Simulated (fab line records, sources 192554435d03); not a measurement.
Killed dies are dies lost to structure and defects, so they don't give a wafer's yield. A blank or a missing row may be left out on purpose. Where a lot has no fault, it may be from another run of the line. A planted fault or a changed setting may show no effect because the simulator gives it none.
fab line records + flow n5Finfet
record
- lots=7
- wafers=39
route steps=1938 shown FIN_SAQP@96 DUMMY_GATE@228
startH: start of the lot's first displayed wafer, in hours after the record's first day + waitH: time in hours since the lot's previous step + " identical to the entry in the row above + L1.1+2: a row that stands for several wafers + - value missing, or start not given + * or withheld: withheld + < > ~ a bound
route shown NAME@n: names a module that has steps shown in the file, with the first one's number in the route + usual: mean/standard deviation of fault-free wafers + same: alike in all rows + chamber/n: place in a boat + sites: readings site by site + _std_site: their standard deviation + _edge_site: the outer-site mean with the inner-site mean subtracted + radiusMm: for every site, how far away it sits from the centre of the wafer + mask NAME#n: copy n + behind: the tool/chamber that last shaped the wafer + hold: what put the lot on hold/how long, in hours/how the hold closed + device: the n, p or np transistor that did not switch + end of line: at the end of the route, the tests of the same wafers + a step with no rows: only its recipe + killed: the dies lost at the first sort to structure and to defects; this is not the yield of the wafer + map: per-die view of a wafer (x killed, . not killed, _ where there is no die)
set.NAME: setting as actually run; set.NAME@STEP: the setting as run at that earlier step + model.NAME: the simulator's own value behind a step, which no gauge read
lots with deliberately changed settings; one table per step, one row per wafer
## steps
# step N5_FIN_SAQP_HM_DEP_03
# recipe
- material=SiNx
- targetThkA=380
- tempC=400
- precursor=SiH4/NH3/N2
- pressureTorr=1.5
- rfW=300
- timeS=33.6
| lot.wafer | tool     | chamber | startH | waitH | set.targetThkA | model.SiNx_of_FIN_SAQP_HM_DEP_03.thkNm |
|-----------|----------|---------|--------|-------|----------------|----------------------------------------|
| L076.1    | pecvd-04 | 2       | 33.89  | 0.2   | 333.9          | 32.95                                  |
| L076.2    | "        | 0       | "      | "     | 380            | 37.57                                  |
| L076.3    | "        | 1       | "      | "     | 380            | 38.33                                  |
| L076.4    | "        | 1       | "      | "     | 333.9          | 34.25                                  |
| L076.5    | "        | 0       | "      | "     | 380            | 38.39                                  |
| L076.6    | "        | 2       | "      | "     | 333.9          | 33.34                                  |
| L080.2    | pecvd-02 | 2       | 59.53  | 0.2   | 380            | 37.97                                  |
| L080.3    | "        | 1       | "      | "     | 380            | 37.82                                  |
| L080.5    | "        | 1       | "      | "     | 380            | 38.53                                  |
| L084.1    | pecvd-02 | 0       | 81.07  | 0.2   | 380            | 38.03                                  |
| L084.2    | "        | 1       | "      | "     | 380            | 38.29                                  |
| L084.3    | "        | 2       | "      | "     | 380            | 37.92                                  |
| L084.4    | "        | 0       | "      | "     | 380            | 38.34                                  |
| L084.5    | "        | 1       | "      | "     | 380            | 38.63                                  |
| L084.6    | "        | 2       | "      | "     | 380            | 38.75                                  |
| L086.1    | pecvd-01 | 0       | 94.27  | 0.2   | 336.7          | 33.12                                  |
| L086.2+5  | "        | 1,0     | "      | "     | 336.7          | 33.93                                  |
| L086.3    | "        | 2       | "      | "     | 380            | 37.87                                  |
| L086.4    | "        | 1       | "      | "     | 380            | 38.95                                  |
| L086.6    | "        | 2       | "      | "     | 380            | 38.22                                  |
| L089.1    | pecvd-01 | 1       | 111.01 | 0.2   | 380            | 38.14                                  |
| L089.2    | "        | 2       | "      | "     | 380            | 37.17                                  |
| L089.3    | "        | 0       | "      | "     | 380            | 37.49                                  |
| L089.4    | "        | 1       | "      | "     | 380            | 38.99                                  |
| L089.5    | "        | 2       | "      | "     | 380            | 38.04                                  |
| L089.6    | "        | 0       | "      | "     | 380            | 38.4                                   |
| L090.1    | pecvd-04 | 0       | 117.77 | 0.2   | 380            | 38.88                                  |
| L090.2    | "        | 1       | "      | "     | 380            | 38.87                                  |
| L090.3    | "        | 2       | "      | "     | 380            | 38.57                                  |
| L090.4    | "        | 1       | "      | "     | 380            | 39.39                                  |
| L090.5    | "        | 2       | "      | "     | 380            | 39.01                                  |
| L090.6    | "        | 0       | "      | "     | 380            | 39.09                                  |
| L093.1    | pecvd-04 | 0       | 135.50 | 0.2   | 380            | 37.26                                  |
| L093.2    | "        | 1       | "      | "     | 417.4          | 41.51                                  |
| L093.3    | "        | 2       | "      | "     | 380            | 37.44                                  |
| L093.4    | "        | 0       | "      | "     | 380            | 37.56                                  |
| L093.5    | "        | 2       | "      | "     | 417.4          | 41.47                                  |
| L093.6    | "        | 1       | "      | "     | 417.4          | 42.38                                  |
# step N5_FIN_SAQP_THK_MEAS_05
# usual
- thkNm=38.1/0.57
| lot.wafer | tool         | chamber | startH | waitH | set.targetThkA@FIN_SAQP_HM_DEP_03 | thkNm |
|-----------|--------------|---------|--------|-------|-----------------------------------|-------|
| L076.1    | filmMetro-01 | -       | 33.98  | 0.1   | 333.9                             | 32.9  |
| L076.2    | "            | -       | "      | "     | 380                               | 37.5  |
| L076.3    | "            | -       | "      | "     | 380                               | 38.4  |
| L076.4    | "            | -       | "      | "     | 333.9                             | 34.3  |
| L076.5    | "            | -       | "      | "     | 380                               | 38.3  |
| L076.6    | "            | -       | "      | "     | 333.9                             | 33.4  |
| L080.2    | filmMetro-02 | -       | 59.62  | 0.1   | 380                               | 38.0  |
| L080.3    | "            | -       | "      | "     | 380                               | 37.8  |
| L080.5    | "            | -       | "      | "     | 380                               | 38.5  |
| L084.1    | filmMetro-01 | -       | 81.16  | 0.1   | 380                               | 38.0  |
| L084.2    | "            | -       | "      | "     | 380                               | 38.3  |
| L084.3    | "            | -       | "      | "     | 380                               | 37.9  |
| L084.4    | "            | -       | "      | "     | 380                               | 38.3  |
| L084.5    | "            | -       | "      | "     | 380                               | 38.6  |
| L084.6    | "            | -       | "      | "     | 380                               | 38.7  |
| L086.1    | filmMetro-01 | -       | 94.36  | 0.1   | 336.7                             | 33.1  |
| L086.2    | "            | -       | "      | "     | 336.7                             | 34.0  |
| L086.3    | "            | -       | "      | "     | 380                               | 37.8  |
| L086.4    | "            | -       | "      | "     | 380                               | 39.0  |
| L086.5    | "            | -       | "      | "     | 336.7                             | 33.9  |
| L086.6    | "            | -       | "      | "     | 380                               | 38.2  |
| L089.1    | filmMetro-02 | -       | 111.10 | 0.1   | 380                               | 38.2  |
| L089.2    | "            | -       | "      | "     | 380                               | 37.2  |
| L089.3    | "            | -       | "      | "     | 380                               | 37.5  |
| L089.4    | "            | -       | "      | "     | 380                               | 39.0  |
| L089.5    | "            | -       | "      | "     | 380                               | 38.0  |
| L089.6    | "            | -       | "      | "     | 380                               | 38.4  |
| L090.1    | filmMetro-02 | -       | 117.86 | 0.1   | 380                               | 38.9  |
| L090.2    | "            | -       | "      | "     | 380                               | 38.9  |
| L090.3    | "            | -       | "      | "     | 380                               | 38.5  |
| L090.4    | "            | -       | "      | "     | 380                               | 39.4  |
| L090.5    | "            | -       | "      | "     | 380                               | 39.0  |
| L090.6    | "            | -       | "      | "     | 380                               | 39.1  |
| L093.1    | filmMetro-01 | -       | 135.59 | 0.1   | 380                               | 37.2  |
| L093.2    | "            | -       | "      | "     | 417.4                             | 41.5  |
| L093.3    | "            | -       | "      | "     | 380                               | 37.5  |
| L093.4    | "            | -       | "      | "     | 380                               | 37.5  |
| L093.5    | "            | -       | "      | "     | 417.4                             | 41.4  |
| L093.6    | "            | -       | "      | "     | 417.4                             | 42.4  |
# step N5_FIN_SAQP_PECVD_47
# recipe
- material=a-Si
- targetThkA=450
- tempC=400
- precursor=SiH4/He
- pressureTorr=3
- rfW=100
- timeS=36.3
# step N5_FIN_SAQP_PECVD_48
# recipe
- material=SiNx
- targetThkA=250
- tempC=400
- precursor=SiH4/NH3/N2
- pressureTorr=1.5
- rfW=300
- timeS=22.1
# step N5_FIN_SAQP_MANDREL2_REMOVE_60
# recipe
- chemistry=HBr/Cl2/O2
- btTimeS=10
- target=a-Si
- stopOn=SiNx
- endpoint=OES-SiCl
- overEtchFrac=1
- icpW=600
- biasW=22
- HBr_flow_sccm=150
- Cl2_flow_sccm=80
- O2_flow_sccm=5
- pressureMtorr=10
# step N5_FIN_SAQP_HM_OPEN_33
# recipe
- chemistry=CH3F/O2
- target=SiNx
- maskMaterial=SiO2
- targetDepthA=494
- timeS=70.6
- pressureMtorr=30
- sourceW=395
- biasW=73
- Ar_flow_sccm=150
- CH3F_flow_sccm=30
- O2_flow_sccm=20
- ionEnergyEv=120
- ends=cleared
# usual
- etchRfOnTimeS=69.8/1.8
| lot.wafer | tool       | chamber | startH | waitH | set.targetThkA@FIN_SAQP_HM_DEP_03 | etchRfOnTimeS | model.etch.depthNm |
|-----------|------------|---------|--------|-------|-----------------------------------|---------------|--------------------|
| L076.1    | rieDiel-05 | 0       | 38.55  | 0.0   | 333.9                             | 60.2          | 32.26              |
| L076.2    | "          | 2       | "      | "     | 380                               | 70.8          | 36.94              |
| L076.3    | "          | 3       | "      | "     | 380                               | 71.1          | 37.6               |
| L076.4    | "          | 0       | "      | "     | 333.9                             | 62.1          | 33.62              |
| L076.5    | "          | 2       | "      | "     | 380                               | 72.4          | 37.77              |
| L076.6    | "          | 3       | "      | "     | 333.9                             | 62.5          | 32.65              |
| L080.2    | rieDiel-04 | 0       | 64.45  | 0.0   | 380                               | 69.8          | 37.28              |
| L080.3    | "          | 2       | "      | "     | 380                               | 69.2          | 37.08              |
| L080.5    | "          | 2       | "      | "     | 380                               | 71.2          | 37.84              |
| L084.1    | rieDiel-04 | 0       | 85.69  | 0.0   | 380                               | 69.7          | 37.41              |
| L084.2    | "          | 1       | "      | "     | 380                               | 71.8          | 37.56              |
| L084.3    | "          | 2       | "      | "     | 380                               | 70.2          | 37.29              |
| L084.4    | "          | 3       | "      | "     | 380                               | 69.2          | 37.65              |
| L084.5    | "          | 3       | "      | "     | 380                               | 69.4          | 38                 |
| L084.6    | "          | 2       | "      | "     | 380                               | 72.5          | 38.12              |
| L086.1    | rieDiel-06 | 3       | 100.35 | 0.0   | 336.7                             | 57.8          | 32.47              |
| L086.2    | "          | 0       | "      | "     | 336.7                             | 63.0          | 33.3               |
| L086.3    | "          | 2       | "      | "     | 380                               | 69.9          | 37.24              |
| L086.4    | "          | 1       | "      | "     | 380                               | 67.9          | 38.03              |
| L086.5    | "          | 1       | "      | "     | 336.7                             | 59.4          | 33.28              |
| L086.6    | "          | 2       | "      | "     | 380                               | 70.4          | 37.59              |
| L089.1    | rieDiel-04 | 0       | 115.81 | 0.0   | 380                               | 69.1          | 37.51              |
| L089.2    | "          | 2       | "      | "     | 380                               | 69.3          | 36.54              |
| L089.3    | "          | 1       | "      | "     | 380                               | 70.5          | 36.78              |
| L089.4    | "          | 3       | "      | "     | 380                               | 70.3          | 38.18              |
| L089.5    | "          | 3       | "      | "     | 380                               | 69.0          | 37.33              |
| L089.6    | "          | 2       | "      | "     | 380                               | 71.1          | 37.77              |
| L090.1    | rieDiel-05 | 3       | 122.22 | 0.0   | 380                               | 72.0          | 38.25              |
| L090.2    | "          | 0       | "      | "     | 380                               | 69.9          | 38.21              |
| L090.3    | "          | 1       | "      | "     | 380                               | 68.6          | 37.65              |
| L090.4    | "          | 2       | "      | "     | 380                               | 73.7          | 38.77              |
| L090.5    | "          | 3       | "      | "     | 380                               | 72.9          | 38.36              |
| L090.6    | "          | 0       | "      | "     | 380                               | 69.8          | 38.16              |
| L093.1    | rieDiel-04 | 0       | 139.99 | 0.0   | 380                               | 68.0          | 36.61              |
| L093.2    | "          | 1       | "      | "     | 417.4                             | 77.8          | 40.88              |
| L093.3    | "          | 3       | "      | "     | 380                               | 67.8          | 36.81              |
| L093.4    | "          | 0       | "      | "     | 380                               | 68.8          | 36.63              |
| L093.5    | "          | 3       | "      | "     | 417.4                             | 74.4          | 40.54              |
| L093.6    | "          | 1       | "      | "     | 417.4                             | 79.7          | 41.73              |
# step N5_FIN_SAQP_ETCH_34
# recipe
- chemistry=C4F6/O2
- target=SiO2
- targetDepthA=450
- timeS=15
- ionEnergyEv=250
- pressureMtorr=30
- sourceW=345
- biasW=185
- Ar_flow_sccm=300
- C4F6_flow_sccm=10
- O2_flow_sccm=10
- ends=cleared
| lot.wafer  | tool       | chamber | startH | waitH | set.targetThkA@FIN_SAQP_HM_DEP_03 | model.SiNx_of_FIN_SAQP_HM_DEP_03.thkNm |
|------------|------------|---------|--------|-------|-----------------------------------|----------------------------------------|
| L076.1     | rieDiel-05 | 0       | 38.62  | 0.0   | 333.9                             | 29.4                                   |
| L076.2     | "          | 2       | "      | "     | 380                               | 34                                     |
| L076.3+5   | "          | 3,2     | "      | "     | 380                               | 34.8                                   |
| L076.4     | "          | 0       | "      | "     | 333.9                             | 30.6                                   |
| L076.6     | "          | 3       | "      | "     | 333.9                             | 29.8                                   |
| L080.2     | rieDiel-04 | 0       | 64.52  | 0.0   | 380                               | 34.4                                   |
| L080.3     | "          | 2       | "      | "     | 380                               | 34.2                                   |
| L080.5     | "          | 2       | "      | "     | 380                               | 35                                     |
| L084.1+2   | rieDiel-04 | 0,1     | 85.76  | 0.0   | 380                               | 34.6                                   |
| L084.3     | "          | 2       | "      | "     | 380                               | 34.4                                   |
| L084.4     | "          | 3       | "      | "     | 380                               | 34.8                                   |
| L084.5     | "          | 3       | "      | "     | 380                               | 35                                     |
| L084.6     | "          | 2       | "      | "     | 380                               | 35.2                                   |
| L086.1     | rieDiel-06 | 3       | 100.42 | 0.0   | 336.7                             | 29.6                                   |
| L086.2+5   | "          | 0,1     | "      | "     | 336.7                             | 30.4                                   |
| L086.3     | "          | 2       | "      | "     | 380                               | 34.4                                   |
| L086.4     | "          | 1       | "      | "     | 380                               | 35                                     |
| L086.6     | "          | 2       | "      | "     | 380                               | 34.6                                   |
| L089.1     | rieDiel-04 | 0       | 115.88 | 0.0   | 380                               | 34.6                                   |
| L089.2     | "          | 2       | "      | "     | 380                               | 33.6                                   |
| L089.3     | "          | 1       | "      | "     | 380                               | 33.8                                   |
| L089.4     | "          | 3       | "      | "     | 380                               | 35.2                                   |
| L089.5     | "          | 3       | "      | "     | 380                               | 34.4                                   |
| L089.6     | "          | 2       | "      | "     | 380                               | 34.8                                   |
| L090.1+5   | rieDiel-05 | 3       | 122.29 | 0.0   | 380                               | 35.4                                   |
| L090.2+6   | "          | 0       | "      | "     | 380                               | 35.2                                   |
| L090.3     | "          | 1       | "      | "     | 380                               | 34.6                                   |
| L090.4     | "          | 2       | "      | "     | 380                               | 35.8                                   |
| L093.1+3+4 | rieDiel-04 | 0,3,0   | 140.06 | 0.0   | 380                               | 33.8                                   |
| L093.2     | "          | 1       | "      | "     | 417.4                             | 37.8                                   |
| L093.5     | "          | 3       | "      | "     | 417.4                             | 37.6                                   |
| L093.6     | "          | 1       | "      | "     | 417.4                             | 38.8                                   |
# step N5_DUMMY_GATE_EXPOSE_12
# recipe
- maskId=GATE
- na=0.33
- sourceShape=annular
- sigmaInner=0.2
- sigmaOuter=0.6
- polarization=unpolarized
- targetCdNm=25
- doseMj=34
| lot.wafer        | tool          | chamber | startH | waitH | mask   | set.doseMj |
|------------------|---------------|---------|--------|-------|--------|------------|
| L076.1+3+4       | euvScanner-01 | 0       | 58.83  | -     | GATE#0 | 34         |
| L076.2+5+6       | "             | 0       | "      | "     | GATE#0 | 31.54      |
| L080.2+3+5       | euvScanner-01 | 0       | 83.70  | -     | GATE#0 | 34         |
| L084.1+2+3       | euvScanner-02 | 0       | 106.42 | -     | GATE#0 | 34.79      |
| L084.4+5+6       | "             | 0       | "      | "     | GATE#0 | 34         |
| L086.1+4+6       | euvScanner-01 | 0       | 119.62 | -     | GATE#0 | 36.45      |
| L086.2+3+5       | "             | 0       | "      | "     | GATE#0 | 34         |
| L089.1+5+6       | euvScanner-02 | 0       | 137.03 | -     | GATE#0 | 34         |
| L089.2+3+4       | "             | 0       | "      | "     | GATE#0 | 33.08      |
| L090.1+2+3+4+5+6 | euvScanner-02 | 0       | 143.65 | -     | GATE#0 | 34         |
| L093.1+4+6       | euvScanner-02 | 0       | 163.17 | -     | GATE#0 | 33.28      |
| L093.2+3+5       | "             | 0       | "      | "     | GATE#0 | 34         |
# step N5_DUMMY_GATE_PEB_13
# recipe
- pebTempC=100
- pebTimeS=60
- resist=CAR-EUV
# step N5_DUMMY_GATE_DEVELOP_14
# recipe
- developTimeS=30
- developer=TMAH
- resist=CAR-EUV
- rinseLiquid=surfactantRinse
- dry=airSpin
- devTempC=23
# step N5_DUMMY_GATE_CD_MEAS_15
# recipe
- targetCdNm=25.8
- landingEnergyEv=500
- detector=seInlens
# usual
- cdNm=24.90/0.26
| lot.wafer | tool     | chamber | startH | waitH | set.doseMj@DUMMY_GATE_EXPOSE_12 | cdNm  |
|-----------|----------|---------|--------|-------|---------------------------------|-------|
| L076.1    | cdSem-03 | 0       | 58.96  | -     | 34                              | 24.56 |
| L076.2    | "        | 0       | "      | "     | 31.54                           | 26.10 |
| L076.3    | "        | 0       | "      | "     | 34                              | 24.94 |
| L076.4    | "        | 0       | "      | "     | 34                              | 24.71 |
| L076.5    | "        | 0       | "      | "     | 31.54                           | 26.23 |
| L076.6    | "        | 0       | "      | "     | 31.54                           | 25.87 |
| L080.2    | cdSem-01 | 0       | 83.82  | -     | 34                              | 25.01 |
| L080.3    | "        | 0       | "      | "     | 34                              | 25.01 |
| L080.5    | "        | 0       | "      | "     | 34                              | 24.68 |
| L084.1    | cdSem-03 | 0       | 106.54 | -     | 34.79                           | 24.60 |
| L084.2    | "        | 0       | "      | "     | 34.79                           | 24.46 |
| L084.3    | "        | 0       | "      | "     | 34.79                           | 24.42 |
| L084.4    | "        | 0       | "      | "     | 34                              | 24.77 |
| L084.5    | "        | 0       | "      | "     | 34                              | 24.68 |
| L084.6    | "        | 0       | "      | "     | 34                              | 24.85 |
| L086.1    | cdSem-02 | 0       | 119.75 | -     | 36.45                           | 23.45 |
| L086.2    | "        | 0       | "      | "     | 34                              | 24.94 |
| L086.3    | "        | 0       | "      | "     | 34                              | 24.98 |
| L086.4    | "        | 0       | "      | "     | 36.45                           | 23.73 |
| L086.5    | "        | 0       | "      | "     | 34                              | 24.66 |
| L086.6    | "        | 0       | "      | "     | 36.45                           | 23.10 |
| L089.1    | cdSem-01 | 0       | 137.16 | -     | 34                              | 25.35 |
| L089.2    | "        | 0       | "      | "     | 33.08                           | 25.70 |
| L089.3    | "        | 0       | "      | "     | 33.08                           | 25.26 |
| L089.4    | "        | 0       | "      | "     | 33.08                           | 25.46 |
| L089.5    | "        | 0       | "      | "     | 34                              | 25.25 |
| L089.6    | "        | 0       | "      | "     | 34                              | 25.23 |
| L090.1    | cdSem-01 | 0       | 143.78 | -     | 34                              | 25.25 |
| L090.2    | "        | 0       | "      | "     | 34                              | 25.14 |
| L090.3    | "        | 0       | "      | "     | 34                              | 25.14 |
| L090.4    | "        | 0       | "      | "     | 34                              | 24.99 |
| L090.5    | "        | 0       | "      | "     | 34                              | 25.20 |
| L090.6    | "        | 0       | "      | "     | 34                              | 25.37 |
| L093.1    | cdSem-03 | 0       | 163.30 | -     | 33.28                           | 25.10 |
| L093.2    | "        | 0       | "      | "     | 34                              | 24.56 |
| L093.3    | "        | 0       | "      | "     | 34                              | 24.77 |
| L093.4    | "        | 0       | "      | "     | 33.28                           | 25.25 |
| L093.5    | "        | 0       | "      | "     | 34                              | 24.61 |
| L093.6    | "        | 0       | "      | "     | 33.28                           | 25.38 |
# step N5_DUMMY_GATE_ETCH_31
# recipe
- chemistry=C4F6/O2
- target=SiO2
- maskMaterial=SOC
- targetDepthA=825
- timeS=27.5
- ionEnergyEv=250
- pressureMtorr=30
- sourceW=345
- biasW=185
- Ar_flow_sccm=300
- C4F6_flow_sccm=10
- O2_flow_sccm=10
| lot.wafer | tool       | chamber | startH | waitH | set.targetDepthA | model.etch.depthNm |
|-----------|------------|---------|--------|-------|------------------|--------------------|
| L076.1    | rieDiel-03 | 2       | 59.52  | 0.1   | 825              | 84.17              |
| L076.2    | "          | 0       | "      | "     | 825              | 82.75              |
| L076.3    | "          | 1       | "      | "     | 825              | 84.3               |
| L076.4    | "          | 3       | "      | "     | 825              | 83.91              |
| L076.5    | "          | 3       | "      | "     | 825              | 84.05              |
| L076.6    | "          | 2       | "      | "     | 825              | 83.96              |
| L080.2    | rieDiel-03 | 0       | 84.92  | 0.1   | 825              | 82.1               |
| L080.3    | "          | 2       | "      | "     | 825              | 83.33              |
| L080.5    | "          | 0       | "      | "     | 825              | 82.68              |
| L084.1    | rieDiel-03 | 1       | 107.28 | 0.1   | 825              | 83.89              |
| L084.2    | "          | 2       | "      | "     | 825              | 83.08              |
| L084.3    | "          | 3       | "      | "     | 825              | 84.37              |
| L084.4    | "          | 0       | "      | "     | 825              | 82.67              |
| L084.5    | "          | 2       | "      | "     | 825              | 82.84              |
| L084.6    | "          | 3       | "      | "     | 825              | 84.61              |
| L086.1    | rieDiel-03 | 3       | 120.30 | 0.0   | 825              | 84.01              |
| L086.2    | "          | 0       | "      | "     | 876.4            | 87.77              |
| L086.3    | "          | 2       | "      | "     | 876.4            | 88.46              |
| L086.4    | "          | 1       | "      | "     | 825              | 84.3               |
| L086.5    | "          | 3       | "      | "     | 825              | 83.85              |
| L086.6    | "          | 0       | "      | "     | 876.4            | 87.06              |
| L089.1    | rieDiel-03 | 3       | 137.85 | 0.0   | 760.4            | 78.18              |
| L089.2    | "          | 1       | "      | "     | 760.4            | 77.79              |
| L089.3    | "          | 2       | "      | "     | 760.4            | 77.51              |
| L089.4    | "          | 0       | "      | "     | 825              | 82.43              |
| L089.5    | "          | 2       | "      | "     | 825              | 83.88              |
| L089.6    | "          | 3       | "      | "     | 825              | 84.67              |
| L090.1    | rieDiel-03 | 3       | 144.33 | 0.0   | 771.5            | 78.15              |
| L090.2    | "          | 0       | "      | "     | 825              | 81.06              |
| L090.3    | "          | 1       | "      | "     | 825              | 83.44              |
| L090.4    | "          | 2       | "      | "     | 771.5            | 77.5               |
| L090.5    | "          | 2       | "      | "     | 771.5            | 77.76              |
| L090.6    | "          | 3       | "      | "     | 825              | 83.8               |
| L093.1    | rieDiel-03 | 1       | 164.03 | 0.0   | 725.2            | 72.65              |
| L093.2    | "          | 0       | "      | "     | 725.2            | 71.37              |
| L093.3    | "          | 2       | "      | "     | 725.2            | 73.13              |
| L093.4    | "          | 3       | "      | "     | 825              | 83.26              |
| L093.5    | "          | 3       | "      | "     | 825              | 83.83              |
| L093.6    | "          | 0       | "      | "     | 825              | 81.11              |
## key
split
- step=N5_FIN_SAQP_HM_DEP_03
- setting=targetThkA
- stated=380
- by=wafer
response
- step=N5_FIN_SAQP_HM_DEP_03
- reading=model.SiNx_of_FIN_SAQP_HM_DEP_03.thkNm
- change=+0.407
- per=1%
- r=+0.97
response
- step=N5_FIN_SAQP_THK_MEAS_05
- reading=thkNm
- change=*
- per=1%
- r=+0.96
response
- step=N5_FIN_SAQP_HM_OPEN_33
- reading=etchRfOnTimeS
- change=*
- per=1%
- r=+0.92
response
- step=N5_FIN_SAQP_HM_OPEN_33
- reading=model.etch.depthNm
- change=+0.404
- per=1%
- r=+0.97
response
- step=N5_FIN_SAQP_ETCH_34
- reading=model.SiNx_of_FIN_SAQP_HM_DEP_03.thkNm
- change=+0.4
- per=1%
- r=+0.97
split
- step=N5_DUMMY_GATE_EXPOSE_12
- setting=doseMj
- stated=34
- by=wafer
response
- step=N5_DUMMY_GATE_CD_MEAS_15
- reading=cdNm
- change=-0.184
- per=1%
- r=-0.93
split
- step=N5_DUMMY_GATE_ETCH_31
- setting=targetDepthA
- stated=825
- by=wafer
response
- step=N5_DUMMY_GATE_ETCH_31
- reading=model.etch.depthNm
- change=+0.784
- per=1%
- r=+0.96
